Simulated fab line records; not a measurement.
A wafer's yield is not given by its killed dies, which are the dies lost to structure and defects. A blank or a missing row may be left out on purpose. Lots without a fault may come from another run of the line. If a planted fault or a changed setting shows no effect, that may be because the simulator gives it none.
Matching of chambers -- flow n5_finfet -- N5_BEOL_M11_ETCH_65 on rie_diel-02 has 4 sister chambers
The step etches SiARC in CF4, target depth 39 nm, time 65 s. 4 wafers are shown with their chamber, then 7 later ones without.

WAFERS, EACH WITH ITS CHAMBER
wafer,chamber,drypump_motor_current_A (A)
L082.5,2,5.5
L088.4,0,5.5
L087.1,3,5.2
L087.3,1,6.1

WAFERS WHOSE CHAMBER IS MISSING
wafer,drypump_motor_current_A (A)
L087.5,6.1
L095.1,6.1
L095.2,5.4
L095.3,5.1
L095.4,6.1
L095.5,5.4
L095.6,5.1

THE CHAMBER EACH PASSED THROUGH
wafer,from the rows above,in truth
L087.5,1,1
L095.1,1,1
L095.2,can't be placed: 0 or 2 or 3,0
L095.3,3,3
L095.4,1,1
L095.5,can't be placed: 0 or 2 or 3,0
L095.6,3,3
5 of 7 placed correctly. From these rows, 2 cannot be placed; in 2 the true chamber is one of the candidates. Placed wrongly: 0.
How it was worked out, from the rows above alone: a wafer's distance from a chamber is the root of the sum, over the readings, of the square of ((its reading less the chamber's mean) divided by the reading's scatter). If the next closest chamber is less than 2 further off than the closest, the wafer can't be placed; otherwise it belongs to the closest. A chamber's mean is the mean of its shown wafers. The scatter: with one shown wafer a chamber, the root of the mean of the squares of how far each hidden wafer lies from its nearest shown one.
